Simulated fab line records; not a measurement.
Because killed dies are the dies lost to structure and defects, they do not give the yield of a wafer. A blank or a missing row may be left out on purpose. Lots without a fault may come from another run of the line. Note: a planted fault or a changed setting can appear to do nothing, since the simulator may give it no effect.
What tool caused it? || flow n5 finfet || 11 lots with 33 wafers sampled at 4 steps, on a route of 1938 steps

## WHAT THE GAUGES SHOWED, per wafer
N5_BEOL_M8_THK_MEAS_01. Usual: M8_ILD_THK typically reads 154.9 nm, with standard deviation 2.
{"lot": "L822", "measured": "day 11 20:52", "on": "film metro-01", "M8_ILD_THK (nm)": "156.5 155.9 154.8", "flag": ""}
{"lot": "L821", "measured": "day 12 00:41", "on": "film metro-01", "M8_ILD_THK (nm)": "153.3 153.0 157.5", "flag": ""}
{"lot": "L823", "measured": "day 12 15:58", "on": "film metro-02", "M8_ILD_THK (nm)": "151.0 154.7 155.8", "flag": ""}
{"lot": "L824", "measured": "day 12 21:59", "on": "film metro-01", "M8_ILD_THK (nm)": "154.7 156.6 156.3", "flag": ""}
{"lot": "L828", "measured": "day 13 08:25", "on": "film metro-02", "M8_ILD_THK (nm)": "153.8 154.5 157.0", "flag": ""}
{"lot": "L826", "measured": "day 13 18:44", "on": "film metro-02", "M8_ILD_THK (nm)": "151.2 153.5 155.1", "flag": ""}
{"lot": "L832", "measured": "day 14 15:29", "on": "film metro-02", "M8_ILD_THK (nm)": "155.3 153.8 151.5", "flag": ""}
{"lot": "L833", "measured": "day 14 17:00", "on": "film metro-02", "M8_ILD_THK (nm)": "156.1 155.9 158.6", "flag": ""}
{"lot": "L831", "measured": "day 15 06:01", "on": "film metro-01", "M8_ILD_THK (nm)": "154.4 156.3 154.6", "flag": ""}
{"lot": "L843", "measured": "day 17 19:53", "on": "film metro-02", "M8_ILD_THK (nm)": "152.8 152.4 156.3", "flag": ""}
{"lot": "L844", "measured": "day 17 20:07", "on": "film metro-01", "M8_ILD_THK (nm)": "156.7 155.4 159.3", "flag": ""}

N5_BEOL_M8_INSPECT_30: inspects for defects (brightfield). Usual: raw defect count at 412, with a standard deviation of 98.
{"lot": "L822", "measured": "day 12 02:07", "on": "defect inspect-01", "raw defect count": "305 370 268", "flag": ""}
{"lot": "L821", "measured": "day 12 06:12", "on": "defect inspect-01", "raw defect count": "391 285 379", "flag": ""}
{"lot": "L823", "measured": "day 12 18:32", "on": "defect inspect-01", "raw defect count": "678 545 375", "flag": ""}
{"lot": "L824", "measured": "day 13 03:15", "on": "defect inspect-02", "raw defect count": "508 449 512", "flag": ""}
{"lot": "L828", "measured": "day 13 14:56", "on": "defect inspect-01", "raw defect count": "388 368 328", "flag": ""}
{"lot": "L826", "measured": "day 13 22:49", "on": "defect inspect-01", "raw defect count": "522 628 559", "flag": ""}
{"lot": "L832", "measured": "day 14 18:47", "on": "defect inspect-02", "raw defect count": "383 394 473", "flag": ""}
{"lot": "L833", "measured": "day 14 22:53", "on": "defect inspect-02", "raw defect count": "331 527 494", "flag": ""}
{"lot": "L831", "measured": "day 15 09:37", "on": "defect inspect-02", "raw defect count": "535 522 440", "flag": ""}
{"lot": "L843", "measured": "day 17 23:31", "on": "defect inspect-01", "raw defect count": "356 246 358", "flag": ""}
{"lot": "L844", "measured": "day 17 23:20", "on": "defect inspect-01", "raw defect count": "234 320 250", "flag": ""}

## WHICH TOOL RAN EACH LOT (tool, then ch and the chambers of the sampled wafers, then the start)
{"lot": "L822", "N5_BEOL_M8_DESCUM_16": "rie diel-04 ch 2,3, day 11 22:46", "N5_BEOL_M8_COAT_63": "litho track-02 ch 0, day 12 01:38"}
{"lot": "L821", "N5_BEOL_M8_DESCUM_16": "rie diel-04 ch 1,2, day 12 02:29", "N5_BEOL_M8_COAT_63": "litho track-02 ch 0, day 12 05:38"}
{"lot": "L823", "N5_BEOL_M8_DESCUM_16": "rie diel-01 ch 0,1,2, day 12 17:29", "N5_BEOL_M8_COAT_63": "litho track-04 ch 0, day 12 18:03"}
{"lot": "L824", "N5_BEOL_M8_DESCUM_16": "rie diel-05 ch 1,2, day 12 23:23", "N5_BEOL_M8_COAT_63": "litho track-01 ch 0, day 13 02:53"}
{"lot": "L828", "N5_BEOL_M8_DESCUM_16": "rie diel-05 ch 0,1,3, day 13 11:49", "N5_BEOL_M8_COAT_63": "litho track-01 ch 0, day 13 14:26"}
{"lot": "L826", "N5_BEOL_M8_DESCUM_16": "rie diel-05 ch 0,1,3, day 13 21:20", "N5_BEOL_M8_COAT_63": "litho track-01 ch 0, day 13 22:26"}
{"lot": "L832", "N5_BEOL_M8_DESCUM_16": "rie diel-05 ch 0,2,3, day 14 17:43", "N5_BEOL_M8_COAT_63": "litho track-04 ch 0, day 14 18:26"}
{"lot": "L833", "N5_BEOL_M8_DESCUM_16": "rie diel-05 ch 0,2,3, day 14 18:47", "N5_BEOL_M8_COAT_63": "litho track-02 ch 0, day 14 22:25"}
{"lot": "L831", "N5_BEOL_M8_DESCUM_16": "rie diel-01 ch 0,2,3, day 15 06:53", "N5_BEOL_M8_COAT_63": "litho track-02 ch 0, day 15 09:14"}
{"lot": "L843", "N5_BEOL_M8_DESCUM_16": "rie diel-01 ch 0,1,2, day 17 21:39", "N5_BEOL_M8_COAT_63": "litho track-04 ch 0, day 17 23:02"}
{"lot": "L844", "N5_BEOL_M8_DESCUM_16": "rie diel-04 ch 0,1,3, day 17 21:42", "N5_BEOL_M8_COAT_63": "litho track-02 ch 0, day 17 22:51"}
- N5_BEOL_M8_DESCUM_16: chemistry O2, time 7.9 s.
- N5_BEOL_M8_COAT_63: time 60 s, resist thk 60 nm.

## WHAT THE TOOLS THEMSELVES READ (means of the sampled wafers that have a number; where no wafer has one, the mark that the record gives instead)
N5_BEOL_M8_DESCUM_16. Usual: drypump motor current A 5.6 A, standard deviation 0.54; o2 flow sccm 224.9 sccm, standard deviation 0.65; oes product au 0.78 a.u., standard deviation 0.071; rf vpp V 243.2 V, standard deviation 1.3; showerhead plenum p Torr 2.09 Torr, standard deviation 0.066; throttle valve pct 20.19 %, standard deviation 0.19.
{"lot": "L822", "tool": "rie diel-04", "drypump motor current A (A)": 6.0, "o2 flow sccm (sccm)": 225.0, "oes product au (a.u.)": 0.70, "rf vpp V (V)": 242.5, "showerhead plenum p Torr (Torr)": 2.14, "throttle valve pct (%)": 20.20, "flag": ""}
{"lot": "L821", "tool": "rie diel-04", "drypump motor current A (A)": 5.9, "o2 flow sccm (sccm)": 224.4, "oes product au (a.u.)": 0.81, "rf vpp V (V)": 244.5, "showerhead plenum p Torr (Torr)": 2.09, "throttle valve pct (%)": 20.19, "flag": ""}
{"lot": "L823", "tool": "rie diel-01", "drypump motor current A (A)": 5.3, "o2 flow sccm (sccm)": 224.6, "oes product au (a.u.)": 0.77, "rf vpp V (V)": 243.8, "showerhead plenum p Torr (Torr)": 2.17, "throttle valve pct (%)": 20.39, "flag": ""}
{"lot": "L824", "tool": "rie diel-05", "drypump motor current A (A)": 6.1, "o2 flow sccm (sccm)": 224.9, "oes product au (a.u.)": 0.81, "rf vpp V (V)": 243.1, "showerhead plenum p Torr (Torr)": 2.04, "throttle valve pct (%)": 19.99, "flag": ""}
{"lot": "L828", "tool": "rie diel-05", "drypump motor current A (A)": 5.6, "o2 flow sccm (sccm)": 224.5, "oes product au (a.u.)": 0.82, "rf vpp V (V)": 242.9, "showerhead plenum p Torr (Torr)": 2.05, "throttle valve pct (%)": 20.14, "flag": ""}
{"lot": "L826", "tool": "rie diel-05", "drypump motor current A (A)": 5.7, "o2 flow sccm (sccm)": 224.7, "oes product au (a.u.)": 0.81, "rf vpp V (V)": 242.4, "showerhead plenum p Torr (Torr)": 2.05, "throttle valve pct (%)": 20.14, "flag": ""}
{"lot": "L832", "tool": "rie diel-05", "drypump motor current A (A)": 5.3, "o2 flow sccm (sccm)": 225.1, "oes product au (a.u.)": 0.78, "rf vpp V (V)": 242.5, "showerhead plenum p Torr (Torr)": 2.06, "throttle valve pct (%)": 20.16, "flag": ""}
{"lot": "L833", "tool": "rie diel-05", "drypump motor current A (A)": 5.3, "o2 flow sccm (sccm)": 225.0, "oes product au (a.u.)": 0.78, "rf vpp V (V)": 243.0, "showerhead plenum p Torr (Torr)": 2.06, "throttle valve pct (%)": 20.16, "flag": ""}
{"lot": "L831", "tool": "rie diel-01", "drypump motor current A (A)": 5.5, "o2 flow sccm (sccm)": 225.0, "oes product au (a.u.)": 0.77, "rf vpp V (V)": 243.7, "showerhead plenum p Torr (Torr)": 2.11, "throttle valve pct (%)": 20.28, "flag": ""}
{"lot": "L843", "tool": "rie diel-01", "drypump motor current A (A)": 5.2, "o2 flow sccm (sccm)": 225.4, "oes product au (a.u.)": 0.80, "rf vpp V (V)": 243.1, "showerhead plenum p Torr (Torr)": 2.15, "throttle valve pct (%)": 20.31, "flag": ""}
{"lot": "L844", "tool": "rie diel-04", "drypump motor current A (A)": 6.2, "o2 flow sccm (sccm)": 224.6, "oes product au (a.u.)": 0.84, "rf vpp V (V)": 242.8, "showerhead plenum p Torr (Torr)": 2.09, "throttle valve pct (%)": 20.20, "flag": ""}

N5_BEOL_M8_COAT_63. Usual: heater power total W 500.5 W, standard deviation 1.8; spin speed rpm 1500.2 rpm, standard deviation 0.87.
{"lot": "L822", "tool": "litho track-02", "heater power total W (W)": 499.6, "spin speed rpm (rpm)": 1500.7, "flag": ""}
{"lot": "L821", "tool": "litho track-02", "heater power total W (W)": 502.2, "spin speed rpm (rpm)": 1501.1, "flag": ""}
{"lot": "L823", "tool": "litho track-04", "heater power total W (W)": 499.3, "spin speed rpm (rpm)": 1499.9, "flag": ""}
{"lot": "L824", "tool": "litho track-01", "heater power total W (W)": 501.4, "spin speed rpm (rpm)": 1500.9, "flag": ""}
{"lot": "L828", "tool": "litho track-01", "heater power total W (W)": 501.7, "spin speed rpm (rpm)": 1228.2, "flag": "OFF"}
{"lot": "L826", "tool": "litho track-01", "heater power total W (W)": 502.2, "spin speed rpm (rpm)": 1229.4, "flag": "OFF"}
{"lot": "L832", "tool": "litho track-04", "heater power total W (W)": 502.3, "spin speed rpm (rpm)": 1499.5, "flag": ""}
{"lot": "L833", "tool": "litho track-02", "heater power total W (W)": 499.7, "spin speed rpm (rpm)": 1499.1, "flag": ""}
{"lot": "L831", "tool": "litho track-02", "heater power total W (W)": 500.1, "spin speed rpm (rpm)": 1500.1, "flag": ""}
{"lot": "L843", "tool": "litho track-04", "heater power total W (W)": 501.1, "spin speed rpm (rpm)": 1500.6, "flag": ""}
{"lot": "L844", "tool": "litho track-02", "heater power total W (W)": 501.4, "spin speed rpm (rpm)": 1499.3, "flag": ""}

## THE ANSWER, worked out from the rows above alone
Rule: lot off if the mean of its wafers having a number is beyond 3 standard deviations from the usual mean. A lot without any number at a reading at which 4 lots or more have one is off too. The other lots that the step has rows for count as sound. After the gauges, taken in route order, come the tools' own readings; for these a lot's mean is taken, as printed above. The first step at which some lot is off is used, and at that step the reading that is off furthest; a lot without a number counts as furthest.
Off: L828, L826 (N5_BEOL_M8_COAT_63, spin speed rpm).
If a tool, at that step or one of the process steps before it, ran each lot that is off and ran no sound lot following the first of them, it fits. One candidate fits, namely litho track-01 at N5_BEOL_M8_COAT_63. A fault onset in the window from L824 (day 13 02:53, its last sound lot) to L828 (day 13 14:26, its first lot off) fits.
The tool's own readings at N5_BEOL_M8_COAT_63 bear it out: on the lots that are off they differ by more than 5 times the standard deviation of the sound lots' means. spin speed rpm reads 1228.8 rpm there against 1500.1 rpm on the sound lots.

## WHAT WAS PUT IN BY THE SIMULATOR
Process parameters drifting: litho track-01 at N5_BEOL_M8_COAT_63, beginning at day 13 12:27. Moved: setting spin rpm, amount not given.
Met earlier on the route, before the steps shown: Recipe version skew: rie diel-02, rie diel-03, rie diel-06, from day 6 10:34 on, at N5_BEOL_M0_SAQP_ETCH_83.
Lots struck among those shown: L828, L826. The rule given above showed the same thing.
